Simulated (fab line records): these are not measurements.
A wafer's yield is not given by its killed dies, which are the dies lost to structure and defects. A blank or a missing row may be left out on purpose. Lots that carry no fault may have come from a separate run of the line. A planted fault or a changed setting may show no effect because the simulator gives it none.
A struck lot beside a sound one -- flow nand_harc -- 13 steps out of a route of 1302
Sound: these wafers, L308.1, L308.3, L308.5. Wafers L317.1, L317.3, L317.6 were the ones struck. The cause is given at the end.
Order at every step that has rows: each side's tool, ch and its chambers, its first start. Under that, the readings that differ: sound wafers -- struck wafers -- difference of the means -- sigmas: that difference in standard deviations of wafers without a fault.
alike: readings with means less than 2 such deviations apart, plus words and numbers identical on both sides. not compared: withheld readings, readings lacking a value on some wafer, bounds such as >300 that could conceal the same value, and numbers that have no deviation in the record and whose values overlap.
Wherever a step has rows on one side only, a row that says differs or no value, or a row with sigmas, the two part there. Non-overlapping numbers with no deviation appear without sigmas and do not part them. A reading that every wafer of one side lacks parts them only if that side has two wafers or more.

NHARC_A_SLIT_CD_MEAS_21:
  sound on cd_sem-01, day 20 18:56; struck on cd_sem-03, day 24 20:08
  alike: cd_nm
then, 3 steps without rows for these wafers: NHARC_A_SIN_REMOVE_WET_00 (chemistry H3PO4, time 15300 s); NHARC_A_SIN_REMOVE_PRECLEAN_01 (cleans in SC1); NHARC_A_SIN_REMOVE_SRD_02.
NHARC_A_SIN_REMOVE_INSPECT_04:
  sound on defect_inspect-02, day 21 01:22; struck on defect_inspect-02, day 25 02:47
  alike: raw_defect_count
NHARC_A_WL_FILL_ALD_00: deposits Al2O3, target thk 3 nm, pulse time 3 s, ald cycles 30.
  sound on ald_hk-03 ch 0,2,3, day 21 03:10; struck on ald_hk-01 ch 1,3, day 25 02:51
  alike: heater_power_w, precursor_pulse_height_rel
NHARC_A_WL_FILL_RTA_01: time 5 s.
  sound on rtp_anneal-02 ch 0, day 21 03:26; struck on rtp_anneal-01 ch 0, day 25 03:17
reading,sound,struck,difference,sigmas
lamp_power_pct (%),35 35 35,27 27 27,-8,-2
lamp_zone_1_pct (%),35 35 35,27 27 27,-8,-2
lamp_zone_7_pct (%),36 36 36,28 28 28,-8,-2
  alike: wafer_temp_C_max
NHARC_A_WL_FILL_ALD_02: deposits TiN, target thk 2 nm, pulse time 3 s, ald cycles 100.
  sound on ald_metal-01 ch 2,3, day 21 03:39; struck on ald_metal-03 ch 0,2, day 25 03:32
  alike: heater_power_w, precursor_pulse_height_rel
NHARC_A_WL_FILL_CVD_03: deposits W, target thk 40 nm, time 279 s.
  sound on cvd_w-02 ch 0,1, day 21 04:08; struck on cvd_w-02 ch 0,1, day 25 03:56
  alike: heater_power_w, throttle_valve_pct
then, 1 step without rows for these wafers: NHARC_A_WL_FILL_ETCHBACK_04 (etches the open film in NF3, target depth 60 nm, time 120 s).
NHARC_A_WL_FILL_ETCHBACK_05: etches the open film in Cl2/BCl3, target depth 22 nm, time 60 s.
  sound on rie_metal-03 ch 0, day 21 04:42; struck on rie_metal-03 ch 0, day 25 04:33
reading,sound,struck,difference,sigmas
run_length_s (s),81.1 81.0 81.5,61.2 60.8 61.1,-20.2,-37
  alike: chamber_pressure_mTorr, drypump_motor_current_A, oes_product_au
  not compared: rf_hours_counter_h
NHARC_A_WL_FILL_STRIP_27: strips in N2/H2, time 20 s.
  sound on plasma_asher-02 ch 0,1, day 21 04:50; struck on plasma_asher-01 ch 0,1, day 25 04:43
  alike: drypump_motor_current_A, heater_power_w
  not compared: rf_hours_counter_h
next, for these wafers, 1 step has no rows: NHARC_END_SORT_01.

== WHERE THEY PART ==
Earliest at NHARC_A_WL_FILL_RTA_01; latest, in this record, at NHARC_A_WL_FILL_ETCHBACK_05. Later steps at which nothing parts them and some readings are alike: NHARC_A_WL_FILL_STRIP_27.

WHY: what had been put in by the simulator
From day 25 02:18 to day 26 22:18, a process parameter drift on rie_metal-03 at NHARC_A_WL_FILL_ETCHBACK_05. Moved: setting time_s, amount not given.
